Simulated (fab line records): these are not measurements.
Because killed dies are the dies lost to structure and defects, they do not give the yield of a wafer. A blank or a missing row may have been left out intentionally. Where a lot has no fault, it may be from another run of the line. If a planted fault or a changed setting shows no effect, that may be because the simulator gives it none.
fab line records	flow n5_finfet
record lots=8	wafers=24	last_day=17
route steps=1938 shown FIN_SAQP@118 FIN_CUT@165 BEOL_M4@1111 PASSIVATION@1936
lots untouched by any fault: they come from a run of this same line in which no faults occurred
start_h: start of the lot's first displayed wafer, in hours after the record's first day	wait_h: hours since the lot's step before	" identical to the entry in the row above	L1.1+2: a single row standing in for several wafers	- value missing, or start not given	* or withheld: withheld	< > ~ a bound
route shown NAME@n: names a module that has steps shown in the file, with the first one's number in the route	usual: mean/standard deviation of fault-free wafers	same: alike in all rows	chamber/n: place in a boat	sites: per-site readings	_std_site: their standard deviation	_edge_site: the outer-site mean with the inner-site mean subtracted	radius_mm: how far each site lies from the wafer's centre	mask NAME#n: copy n	behind: the tool/chamber that last shaped the wafer	hold: the reason the lot was held/the length of the hold in hours/how it ended	device: which transistor (n, p or np) failed to switch	end of line: the tests these same wafers got at the end of their route	step lacking rows: just its recipe	killed: not the wafer's yield, but the dies lost to structure and defects at the first sort	map: per-die view of a wafer (x killed, . not killed, _ where there is no die)
set.NAME: the run value of the setting; set.NAME@STEP: its run value at that earlier step	model.NAME: the simulator's own value behind a step, which no gauge read
a sample of lots followed through the steps of the route, with each step as a table and each wafer as a row
services: a tool's chamber out of use, with start hour (start_h, from the record's first day; less than 0 if before it), hours out, and reason
## steps
# step N5_FIN_SAQP_HM_OPEN_73
# recipe chemistry=CHF3/O2	target=SiO2	stop_on=a-Si	target_depth_a=120	over_etch_frac=1.8	mask_material=SOC	time_s=16.8	pressure_mtorr=30	source_w=650	bias_w=170	Ar_flow_sccm=200	CHF3_flow_sccm=50	O2_flow_sccm=5	ion_energy_ev=200	ends=end_point
# usual bias_w=170.0/0.52	drypump_motor_current_A=5.6/0.34	mfc_ar_sccm=200.0/0.62	oes_product_au=0.46/0.044	rf_vpp_V=527/12	showerhead_plenum_p_Torr=2.42/0.062	throttle_valve_pct=18.81/0.3
lot.wafer	tool	chamber	start_h	wait_h	bias_w	drypump_motor_current_A	mfc_ar_sccm	oes_product_au	rf_hours_counter_h	rf_vpp_V	showerhead_plenum_p_Torr	throttle_valve_pct
L134.3	rie_diel-05	3	28.52	0.0	169.7	6.5	199.5	0.42	195	528	2.32	18.96
L134.5	"	2	"	"	170.5	5.2	200.4	0.46	-	546	2.50	19.08
L134.6	"	3	"	"	170.4	6.4	200.3	0.41	-	531	2.32	18.95
L139.2	rie_diel-03	0	58.00	0.0	169.6	5.9	199.7	0.46	137	534	2.52	18.62
L139.4	"	1	"	"	170.4	5.7	201.0	0.56	21	534	2.44	18.50
L139.6	"	2	"	"	169.0	5.0	199.2	0.47	-	525	2.41	18.59
L140.1	rie_diel-03	3	64.36	0.0	169.9	5.7	199.0	0.50	76	504	2.32	18.26
L140.4	"	2	"	"	170.4	5.0	201.2	0.46	142	525	2.41	18.61
L140.6	"	2	"	"	170.4	5.0	200.9	0.45	-	524	2.41	18.60
L145.2	rie_diel-05	0	97.61	0.0	169.8	5.4	200.8	0.46	156	533	2.50	19.10
L145.3	"	3	"	"	171.1	6.5	200.5	0.42	222	529	2.31	18.99
L145.6	"	1	"	"	169.8	5.6	198.9	0.47	-	545	2.48	18.75
L149.2	rie_diel-01	1	118.22	0.0	169.9	5.8	200.2	0.44	180	530	2.39	18.45
L149.3	"	3	"	"	170.0	5.5	199.7	0.43	193	511	2.41	19.11
L149.6	"	1	"	"	169.7	5.8	200.6	0.44	-	530	2.39	18.46
L151.2	rie_diel-05	1	130.22	0.0	170.0	5.6	199.7	0.46	172	545	2.48	18.76
L151.3	"	2	"	"	169.9	5.2	200.5	0.44	201	545	2.49	19.14
L151.4	"	3	"	"	169.5	6.5	200.0	0.41	236	529	2.30	19.04
L155.1	rie_diel-05	1	153.97	0.0	170.9	5.6	199.7	0.45	181	544	2.47	18.76
L155.3	"	0	"	"	171.1	5.4	199.6	0.45	179	534	2.49	19.12
L155.4	"	3	"	"	170.7	6.5	199.5	0.41	-	530	2.30	19.05
L156.2	rie_diel-01	2	160.48	0.0	169.4	5.7	199.8	0.41	242	515	2.36	19.24
L156.4	"	1	"	"	169.2	5.8	199.6	0.44	196	529	2.39	18.49
L156.5	"	3	"	"	170.0	5.6	200.2	0.42	-	511	2.40	19.15
# step N5_FIN_SAQP_SPACER2_ETCHBACK_29
# recipe chemistry=CHF3/O2	mode=anisotropic_etchback	target=SiO2	target_depth_a=122	time_s=6.1	pressure_mtorr=30	source_w=650	bias_w=170	Ar_flow_sccm=200	CHF3_flow_sccm=50	O2_flow_sccm=5	ion_energy_ev=200
# usual bias_w=170.0/0.47	drypump_motor_current_A=5.7/0.39	mfc_ar_sccm=200.0/0.65	oes_product_au=0.75/0.061	rf_vpp_V=529/12	showerhead_plenum_p_Torr=2.42/0.07	throttle_valve_pct=18.93/0.28
# same time_s=6.1
lot.wafer	tool	chamber	start_h	wait_h	bias_w	drypump_motor_current_A	mfc_ar_sccm	oes_product_au	rf_hours_counter_h	rf_vpp_V	showerhead_plenum_p_Torr	throttle_valve_pct
L134.3	rie_diel-03	2	31.84	0.2	169.7	5.0	199.6	0.77	134	524	2.41	18.67
L134.5	"	0	"	"	169.7	5.9	199.6	0.79	-	533	2.52	18.69
L134.6	"	1	"	"	171.4	5.6	200.1	0.93	-	534	2.44	18.57
L139.2	rie_diel-05	2	61.70	0.2	169.9	5.2	200.0	0.75	175	544	2.50	19.15
L139.4	"	1	"	"	170.0	5.6	200.4	0.77	145	544	2.49	18.80
L139.6	"	2	"	"	169.4	5.2	201.0	0.75	-	546	2.50	19.18
L140.1	rie_diel-05	3	67.67	0.2	170.5	6.5	201.1	0.69	211	530	2.31	19.04
L140.4	"	0	"	"	169.9	5.4	200.7	0.78	145	534	2.50	19.16
L140.6	"	2	"	"	170.9	5.2	199.8	0.74	-	544	2.50	19.18
L145.2	rie_diel-01	3	102.18	0.4	169.3	5.6	200.2	0.72	187	510	2.41	19.20
L145.3	"	1	"	"	169.8	5.7	199.4	0.72	173	531	2.40	18.52
L145.6	"	1	"	"	170.1	5.8	200.1	0.73	-	529	2.40	18.52
L149.2	rie_diel-05	3	121.90	0.2	169.8	6.5	199.7	0.69	233	529	2.30	19.08
L149.3	"	0	"	"	169.1	5.4	201.1	0.77	167	535	2.49	19.20
L149.6	"	3	"	"	170.3	6.5	199.6	0.68	-	529	2.30	19.09
L151.2	rie_diel-05	2	134.21	0.2	169.5	5.2	199.9	0.72	203	545	2.49	19.20
L151.3	"	1	"	"	169.1	5.6	201.1	0.75	173	545	2.48	18.82
L151.4	"	0	"	"	170.1	5.4	200.6	0.77	172	535	2.49	19.20
L155.1	rie_diel-05	1	157.36	0.2	170.2	5.6	201.3	0.74	182	545	2.47	18.85
L155.3	"	2	"	"	170.1	5.2	201.5	0.71	205	544	2.49	19.22
L155.4	"	2	"	"	170.1	5.2	200.8	0.72	-	544	2.49	19.21
L156.2	rie_diel-03	0	164.28	0.2	169.8	5.9	199.5	0.75	170	534	2.51	18.76
L156.4	"	3	"	"	169.8	5.7	200.5	0.81	106	506	2.31	18.41
L156.5	"	1	"	"	170.1	5.7	199.9	0.86	-	531	2.43	18.64
# step N5_FIN_SAQP_MANDREL2_REMOVE_60
# recipe chemistry=HBr/Cl2/O2	bt_time_s=10	target=a-Si	stop_on=SiNx	endpoint=OES-SiCl	over_etch_frac=1	icp_w=600	bias_w=22	HBr_flow_sccm=150	Cl2_flow_sccm=80	O2_flow_sccm=5	pressure_mtorr=10
# usual bias_w=22.01/0.061	drypump_motor_current_A=5.6/0.48	oes_product_au=0.997/0.023	throttle_valve_pct=36.7/0.35
# same bt_time_s=10
lot.wafer	tool	chamber	start_h	wait_h	bias_w	drypump_motor_current_A	oes_product_au	rf_hours_counter_h	throttle_valve_pct
L134.3	rie_si-05	0	31.93	0.1	22.01	5.8	1.011	24	36.6
L134.5	"	1	"	"	22.02	6.0	1.025	-	36.6
L134.6	"	2	"	"	22.00	5.3	0.975	-	36.2
L139.2	rie_si-04	0	61.79	0.1	21.95	5.2	0.975	14	36.8
L139.4	"	1	"	"	22.08	5.1	1.015	10	37.6
L139.6	"	3	"	"	21.92	5.7	0.956	-	36.2
L140.1	rie_si-03	3	67.76	0.1	22.05	5.3	1.011	21	36.8
L140.4	"	2	"	"	21.95	5.2	1.020	38	36.7
L140.6	"	1	"	"	22.07	5.3	0.991	-	36.5
L145.2	rie_si-05	0	102.26	0.1	22.07	5.8	1.017	25	36.6
L145.3	"	1	"	"	21.89	6.1	1.027	83	36.6
L145.6	"	0	"	"	21.96	5.8	1.013	-	36.6
L149.2	rie_si-03	3	121.99	0.1	21.99	5.2	1.006	22	36.8
L149.3	"	2	"	"	22.05	5.2	1.014	39	36.7
L149.6	"	2	"	"	22.09	5.2	1.008	-	36.7
L151.2	rie_si-03	0	134.30	0.1	22.01	5.6	1.004	31	36.7
L151.3	"	1	"	"	21.94	5.2	0.975	67	36.5
L151.4	"	2	"	"	22.07	5.2	1.023	39	36.7
L155.1	rie_si-04	2	157.45	0.1	21.99	6.1	0.974	93	37.3
L155.3	"	1	"	"	22.04	5.1	1.018	11	37.6
L155.4	"	0	"	"	22.05	5.2	0.973	16	36.8
L156.2	rie_si-05	2	164.37	0.1	22.09	5.4	0.963	9	36.2
L156.4	"	0	"	"	22.10	5.8	1.004	26	36.6
L156.5	"	3	"	"	21.95	6.7	0.982	-	37.1
# step N5_FIN_SAQP_HM_CD_35
# recipe target_cd_nm=8	polarity=line
# usual cd_nm=8.10/0.25
lot.wafer	tool	chamber	start_h	wait_h	cd_nm
L134.3	cd_sem-03	-	32.52	0.1	7.83
L134.5	"	-	"	"	8.05
L134.6	"	-	"	"	8.21
L139.2	cd_sem-03	-	62.17	0.1	8.36
L139.4	"	-	"	"	8.29
L139.6	"	-	"	"	8.34
L140.1	cd_sem-01	-	68.13	0.1	8.15
L140.4	"	-	"	"	8.20
L140.6	"	-	"	"	8.26
L145.2	cd_sem-03	-	102.64	0.1	7.70
L145.3	"	-	"	"	7.49
L145.6	"	-	"	"	7.80
L149.2	cd_sem-03	-	122.36	0.1	7.92
L149.3	"	-	"	"	7.60
L149.6	"	-	"	"	7.92
L151.2	cd_sem-03	-	134.67	0.1	8.54
L151.3	"	-	"	"	8.02
L151.4	"	-	"	"	8.21
L155.1	cd_sem-01	-	157.82	0.1	8.29
L155.3	"	-	"	"	8.00
L155.4	"	-	"	"	7.75
L156.2	cd_sem-01	-	164.85	0.1	8.33
L156.4	"	-	"	"	7.81
L156.5	"	-	"	"	7.91
# step N5_FIN_SAQP_INSPECT_40
# recipe inspect_instrument=brightfield	mode=aei
# usual raw_defect_count=244/79
lot.wafer	tool	chamber	start_h	wait_h	raw_defect_count
L134.3	defect_inspect-02	-	32.84	0.0	249
L134.5	"	-	"	"	304
L134.6	"	-	"	"	236
L139.2	defect_inspect-01	-	62.48	0.0	197
L139.4	"	-	"	"	247
L139.6	"	-	"	"	218
L140.1	defect_inspect-01	-	68.45	0.0	249
L140.4	"	-	"	"	235
L140.6	"	-	"	"	247
L145.2	defect_inspect-02	-	102.96	0.0	163
L145.3	"	-	"	"	229
L145.6	"	-	"	"	165
L149.2	defect_inspect-02	-	122.68	0.0	216
L149.3	"	-	"	"	232
L149.6	"	-	"	"	372
L151.2	defect_inspect-02	-	134.99	0.0	696
L151.3	"	-	"	"	611
L151.4	"	-	"	"	685
L155.1	defect_inspect-01	-	158.14	0.0	676
L155.3	"	-	"	"	825
L155.4	"	-	"	"	727
L156.2	defect_inspect-01	-	165.17	0.0	273
L156.4	"	-	"	"	247
L156.5	"	-	"	"	203
# step N5_FIN_CUT_INSPECT_10
# recipe mode=adi	inspect_instrument=brightfield
# usual raw_defect_count=45/12
lot.wafer	tool	chamber	start_h	wait_h	raw_defect_count
L134.3	defect_inspect-02	-	33.35	0.0	51
L134.5	"	-	"	"	58
L134.6	"	-	"	"	53
L139.2	defect_inspect-01	-	62.88	0.1	42
L139.4	"	-	"	"	50
L139.6	"	-	"	"	39
L140.1	defect_inspect-02	-	68.97	0.1	39
L140.4	"	-	"	"	33
L140.6	"	-	"	"	37
L145.2	defect_inspect-01	-	103.47	0.0	29
L145.3	"	-	"	"	38
L145.6	"	-	"	"	38
L149.2	defect_inspect-01	-	123.20	0.0	44
L149.3	"	-	"	"	50
L149.6	"	-	"	"	58
L151.2	defect_inspect-01	-	135.51	0.0	435
L151.3	"	-	"	"	421
L151.4	"	-	"	"	464
L155.1	defect_inspect-02	-	158.66	0.1	474
L155.3	"	-	"	"	491
L155.4	"	-	"	"	454
L156.2	defect_inspect-02	-	165.56	0.0	50
L156.4	"	-	"	"	40
L156.5	"	-	"	"	32
# step N5_FIN_CUT_INSPECT_17
# recipe inspect_instrument=brightfield	mode=aei
# usual raw_defect_count=247/76
lot.wafer	tool	chamber	start_h	wait_h	raw_defect_count
L134.3	defect_inspect-02	-	34.47	0.0	242
L134.5	"	-	"	"	301
L134.6	"	-	"	"	234
L139.2	defect_inspect-02	-	63.83	0.0	190
L139.4	"	-	"	"	238
L139.6	"	-	"	"	201
L140.1	defect_inspect-01	-	69.91	0.0	258
L140.4	"	-	"	"	251
L140.6	"	-	"	"	251
L145.2	defect_inspect-01	-	104.44	0.0	174
L145.3	"	-	"	"	244
L145.6	"	-	"	"	186
L149.2	defect_inspect-02	-	124.16	0.0	208
L149.3	"	-	"	"	249
L149.6	"	-	"	"	401
L151.2	defect_inspect-02	-	136.45	0.0	700
L151.3	"	-	"	"	614
L151.4	"	-	"	"	681
L155.1	defect_inspect-01	-	159.73	0.0	703
L155.3	"	-	"	"	844
L155.4	"	-	"	"	736
L156.2	defect_inspect-02	-	166.64	0.0	242
L156.4	"	-	"	"	241
L156.5	"	-	"	"	189
# step N5_BEOL_M4_RC_MEAS_101
# usual DIBL_N=36.9/1.6	DIBL_P=37.1/2	IOFF_N=0.17/0.032	IOFF_P=0.22/0.036	ION_N=674/12	ION_P=463/7.8	SS_N=71.7/0.63	SS_P=73.5/0.62	VT_N=249/3.3	VT_P=-250/3.5
lot.wafer	tool	chamber	start_h	wait_h	DIBL_N[mV/V]	DIBL_P[mV/V]	IOFF_N[nA/um]	IOFF_P[nA/um]	ION_N[uA/um]	ION_P[uA/um]	SS_N[mV/dec]	SS_P[mV/dec]	VT_N[mV]	VT_P[mV]
L134.3	prober-02	0	188.90	0.3	36.8	37.8	0.15	0.27	664	466	71.3	73.3	252	-245
L134.5	"	0	"	"	36.7	36.2	0.15	0.24	649	462	71.9	73.0	251	-247
L134.6	"	0	"	"	37.8	37.1	0.17	0.25	666	466	71.1	73.1	249	-244
L139.2	prober-01	0	209.52	0.2	34.4	35.1	0.13	0.20	658	452	70.9	72.9	252	-250
L139.4	"	0	"	"	36.5	37.8	0.17	0.25	667	463	71.6	73.6	248	-246
L139.6	"	0	"	"	37.6	37.8	0.18	0.25	674	464	72.0	73.8	247	-245
L140.1	prober-01	0	220.95	0.0	38.6	38.0	0.19	0.27	674	464	72.3	73.7	248	-247
L140.4	"	0	"	"	37.5	36.6	0.17	0.22	670	459	71.8	74.0	249	-250
L140.6	"	0	"	"	37.1	36.7	0.18	0.23	677	463	72.2	73.6	248	-246
L145.2	prober-01	0	249.72	0.2	33.2	33.8	0.11	0.13	658	451	71.9	72.2	258	-257
L145.3	"	0	"	"	34.9	38.0	0.13	0.19	650	451	71.8	72.7	258	-253
L145.6	"	0	"	"	34.9	36.9	0.14	0.17	664	457	71.5	72.2	252	-254
L149.2	prober-01	0	275.53	0.2	36.4	39.1	0.17	0.25	680	473	72.1	74.0	253	-248
L149.3	"	0	"	"	36.5	37.9	0.18	0.23	679	461	71.7	74.3	249	-249
L149.6	"	0	"	"	36.6	37.2	0.16	0.21	676	460	71.1	74.2	254	-254
L151.2	prober-01	0	280.19	0.2	36.1	35.9	0.16	0.25	672	468	71.8	73.7	247	-246
L151.3	"	0	"	"	39.8	38.9	0.24	0.30	697	479	72.4	74.4	243	-243
L151.4	"	0	"	"	37.8	37.5	0.20	0.28	695	473	71.5	73.8	245	-244
L155.1	prober-01	0	302.13	0.0	36.7	34.9	0.18	0.25	682	472	71.2	73.7	246	-246
L155.3	"	0	"	"	35.1	32.2	0.14	0.20	667	464	71.7	72.9	253	-249
L155.4	"	0	"	"	38.2	36.6	0.19	0.27	673	466	72.0	73.8	248	-245
L156.2	prober-01	0	310.08	0.2	36.4	37.4	0.16	0.24	676	469	71.2	73.3	247	-245
L156.4	"	0	"	"	37.4	38.7	0.17	0.25	677	467	70.5	73.9	249	-247
L156.5	"	0	"	"	34.4	35.7	0.12	0.21	664	467	71.0	72.7	255	-249
# step N5_PASSIVATION_PROBE_49
# usual defect_limited_yield=90.9/1.6	killed_at_M0_to_M3=34/11	killed_at_M4_up=14/5.7	killed_at_contacts=13/6.5	killed_at_front_end=43/11	killed_at_other=4/3.1	killed_dies=107/19	killed_on_rim=14/3.9	killed_open=71/14	killed_short=35/7.9	sort_bin_5_function=5.3/1.1	sort_bin_6_memory=3.4/0.74	sort_bin_8_speed=0.00/0.014	sort_n_pass=1073/19
# same gross_dies=1180	killed_at_back_side=0	sort_bin_4_leakage[%]=0
lot.wafer	tool	chamber	start_h	wait_h	defect_limited_yield[%]	killed_at_M0_to_M3	killed_at_M4_up	killed_at_contacts	killed_at_front_end	killed_at_other	killed_dies	killed_on_rim	killed_open	killed_short	sort_bin_5_function[%]	sort_bin_6_memory[%]	sort_bin_8_speed[%]	sort_n_pass
L134.3	prober-02	-	292.12	0.1	90.1	38	17	9	51	2	117	12	71	45	6.2	3.4	0	1063
L134.5	prober-02	-	292.22	0.2	91.2	48	13	6	29	8	104	14	62	42	4.7	3.8	0	1076
L134.6	prober-02	-	292.27	0.3	92.2	37	11	6	36	2	92	12	67	24	4.7	3.0	0	1088
L139.2	prober-01	-	314.95	0.1	91.2	28	14	17	43	2	104	7	65	39	5.7	3.0	0	1076
L139.4	prober-01	-	315.05	0.2	88.6	34	19	29	51	2	135	15	89	39	6.5	4.3	0	1045
L139.6	prober-01	-	315.15	0.3	92.3	26	15	13	36	1	91	10	59	32	4.4	2.8	0	1089
L151.2	prober-02	-	370.57	0.1	82.0	49	15	10	131	7	212	22	67	40	11.4	4.2	0	968
L151.3	prober-02	-	370.62	0.1	91.2	39	5	6	54	0	104	23	41	30	5.6	2.5	0	1076
L151.4	prober-02	-	370.67	0.2	83.5	35	8	12	138	2	195	30	71	40	10.5	4.1	0	985
L149.2	prober-02	-	380.29	0.8	89.7	30	13	8	68	2	121	16	89	31	6.4	3.8	0	1059
L149.3	prober-02	-	380.34	0.9	88.8	31	18	9	64	10	132	19	81	49	6.4	4.4	0	1048
L149.6	prober-02	-	380.49	1.0	90.5	26	14	5	67	0	112	15	79	32	6.0	3.1	0	1068
L155.1	prober-02	-	407.37	0.0	81.9	25	16	17	153	3	214	15	70	32	11.4	4.2	0	966
L155.3	prober-02	-	407.47	0.1	81.2	30	17	17	151	7	222	19	78	35	11.9	4.9	0	958
L155.4	prober-02	-	407.52	0.2	84.7	27	11	14	125	3	180	30	67	32	9.6	3.6	0	1000
# killed by level:class
L134.3 FIN_SAQP:geometric_particle:short=20 FIN_SAQP:geometric_particle:open=13 BEOL_M0_SAQP:geometric_particle:short=12 BEOL_M0_SAQP:geometric_particle:open=10 MOL_CONTACT_COAG:geometric_particle:open=7 DUMMY_GATE:geometric_particle:open=6 BEOL_M1:geometric_particle:open=6 STI_FIN_REVEAL:geometric_particle:open=5
L134.5 BEOL_M0_SAQP:geometric_particle:open=17 BEOL_M0_SAQP:geometric_particle:short=13 BEOL_M1:geometric_particle:open=9 MOL_CONTACT_COAG:geometric_particle:open=6 GATE_CUT:geometric_particle:short=5 BEOL_M4:geometric_particle:open=5 FIN_SAQP:geometric_particle:open=4 GATE_CUT:geometric_particle:open=4
L134.6 FIN_SAQP:geometric_particle:open=13 BEOL_M0_SAQP:geometric_particle:short=11 BEOL_M0_SAQP:geometric_particle:open=11 MOL_CONTACT_COAG:geometric_particle:open=5 BEOL_M2:geometric_particle:open=5 STARTING-WAFER:geometric_particle:open=5 FIN_SAQP:geometric_particle:short=4 BEOL_M1:geometric_particle:open=4
L139.2 MOL_CONTACT_COAG:geometric_particle:open=12 BEOL_M2:geometric_particle:open=8 STI_FIN_REVEAL:geometric_particle:open=7 FIN_SAQP:geometric_particle:open=6 FIN_SAQP:geometric_particle:short=5 MOL_CONTACT_COAG:geometric_particle:short=5 GATE_CUT:geometric_particle:short=5 BEOL_M3:geometric_particle:open=5
L139.4 MOL_CONTACT_COAG:geometric_particle:open=26 BEOL_M0_SAQP:geometric_particle:short=9 STI_FIN_REVEAL:geometric_particle:open=8 BEOL_M0_SAQP:geometric_particle:open=8 FIN_SAQP:geometric_particle:short=7 BEOL_M2:geometric_particle:open=7 GATE_CUT:geometric_particle:short=6 HKMG_FIN:area_etch=6
L139.6 MOL_CONTACT_COAG:geometric_particle:open=10 STI_FIN_REVEAL:geometric_particle:open=9 BEOL_M0_SAQP:geometric_particle:short=9 GATE_CUT:geometric_particle:short=8 BEOL_M4:geometric_particle:open=7 DUMMY_GATE:geometric_particle:open=4 BEOL_M0_SAQP:geometric_particle:open=4 BEOL_M1:geometric_particle:open=4
L151.2 FIN_SAQP:unspecified=104 BEOL_M0_SAQP:geometric_particle:short=13 STI_FIN_REVEAL:geometric_particle:open=10 BEOL_M1:geometric_particle:open=9 MOL_CONTACT_COAG:geometric_particle:open=8 BEOL_M3:geometric_particle:open=8 BEOL_M0:geometric_particle:open=6 BEOL_M4:geometric_particle:open=6
L151.3 FIN_SAQP:unspecified=33 BEOL_M0_SAQP:geometric_particle:short=18 STI_FIN_REVEAL:geometric_particle:open=10 BEOL_M0_SAQP:geometric_particle:open=6 MOL_CONTACT_COAG:geometric_particle:open=5 BEOL_M1:geometric_particle:open=5 BEOL_M0:geometric_particle:open=3 BEOL_M1:geometric_particle:short=3
L151.4 FIN_SAQP:unspecified=79 STI_FIN_REVEAL:geometric_particle:open=23 BEOL_M0_SAQP:geometric_particle:short=14 BEOL_M0_SAQP:geometric_particle:open=13 MOL_CONTACT_COAG:geometric_particle:open=6 MOL_CONTACT_COAG:geometric_particle:short=6 FIN_SAQP:geometric_particle:open=5 BEOL_M4:geometric_particle:open=5
L149.2 FIN_SAQP:geometric_particle:open=26 STI_FIN_REVEAL:geometric_particle:open=15 FIN_SAQP:geometric_particle:short=11 MOL_CONTACT_COAG:geometric_particle:open=8 BEOL_M0_SAQP:geometric_particle:short=8 BEOL_M0_SAQP:geometric_particle:open=7 BEOL_M2:geometric_particle:open=7 BEOL_M4:geometric_particle:open=5
L149.3 FIN_SAQP:geometric_particle:short=17 STI_FIN_REVEAL:geometric_particle:open=12 BEOL_M2:geometric_particle:open=11 BEOL_M0_SAQP:geometric_particle:open=10 FIN_SAQP:geometric_particle:open=8 BEOL_M4:geometric_particle:open=8 DUMMY_GATE:geometric_particle:open=7 MOL_CONTACT_COAG:geometric_particle:open=6
L149.6 STI_FIN_REVEAL:geometric_particle:open=19 FIN_SAQP:geometric_particle:short=11 BEOL_M2:geometric_particle:open=10 FIN_SAQP:geometric_particle:open=9 DUMMY_GATE:geometric_particle:open=8 BEOL_M0_SAQP:geometric_particle:open=7 BEOL_M0_SAQP:geometric_particle:short=6 STARTING-WAFER:geometric_particle:open=6
L155.1 FIN_SAQP:unspecified=111 MOL_CONTACT_COAG:geometric_particle:open=16 STI_FIN_REVEAL:geometric_particle:open=11 BEOL_M4:geometric_particle:open=11 FIN_SAQP:geometric_particle:short=9 FIN_SAQP:geometric_particle:open=8 STARTING-WAFER:geometric_particle:short=7 BEOL_M0_SAQP:geometric_particle:short=5
L155.3 FIN_SAQP:unspecified=106 FIN_SAQP:geometric_particle:open=15 MOL_CONTACT_COAG:geometric_particle:open=15 FIN_SAQP:geometric_particle:short=11 BEOL_M1:geometric_particle:open=9 BEOL_M4:geometric_particle:open=6 BEOL_M1:geometric_particle:short=5 STI_FIN_REVEAL:geometric_particle:open=4
L155.4 FIN_SAQP:unspecified=78 FIN_SAQP:geometric_particle:open=13 MOL_CONTACT_COAG:geometric_particle:open=11 FIN_SAQP:geometric_particle:short=8 STI_FIN_REVEAL:geometric_particle:open=8 BEOL_M0_SAQP:geometric_particle:short=7 DUMMY_GATE:geometric_particle:open=5 BEOL_M2:geometric_particle:open=5
## services
tool	chamber	start_h	hours	kind
rie_diel-03	0	9.42	4.5	repair
rie_diel-05	0	36.82	12.6	repair
rie_si-05	3	39.10	9.8	repair
rie_diel-01	-	64.71	1.3	repair
rie_si-04	3	91.36	4.4	repair
rie_diel-03	-	93.58	15.6	pm
rie_diel-01	0	120.89	-	clean
rie_diel-01	0	120.89	-	consumable_replace:focus_ring
rie_diel-01	0	120.89	14.7	scheduled_down
rie_diel-01	0	120.89	14.7	vent_cycle
rie_si-03	0	122.99	1.0	repair
rie_si-05	0	124.46	6.2	repair
rie_diel-03	-	128.92	2.1	repair
rie_diel-05	2	141.89	14.4	repair
rie_si-04	-	145.62	2.8	pm
rie_diel-05	0	157.23	1.9	repair
rie_si-03	2	158.48	21.8	repair
rie_diel-03	1	159.93	2.5	repair
rie_diel-05	-	161.75	14.6	pm
## key
first_sign step=N5_FIN_SAQP_INSPECT_40	reading=raw_defect_count	direction=up	sigmas=5.8	usual=244	struck=703
effect step=N5_FIN_CUT_INSPECT_10	reading=raw_defect_count	direction=up	sigmas=33	usual=45	struck=456
effect step=N5_FIN_CUT_INSPECT_17	reading=raw_defect_count	direction=up	sigmas=6.1	usual=247	struck=713
effect step=N5_PASSIVATION_PROBE_49	reading=killed_at_front_end	direction=up	sigmas=7.4	usual=43	struck=125
more_kills_born_at N5_FIN_SAQP_HM_OPEN_73@rie_diel-05=511
met_at N5_FIN_SAQP_HM_OPEN_73
struck_lots L151,L155
not_acting_at N5_FIN_SAQP_SPACER2_ETCHBACK_29,N5_FIN_SAQP_MANDREL2_REMOVE_60,N5_FIN_SAQP_HM_CD_35
onset_between 97.61 130.22
fault kind=chamber_particle_source	tool=rie_diel-05	chamber=-	onset_h=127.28	steps=N5_FIN_SAQP_HM_OPEN_73	rate_per_visit_cm2=0.62834	end_h=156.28
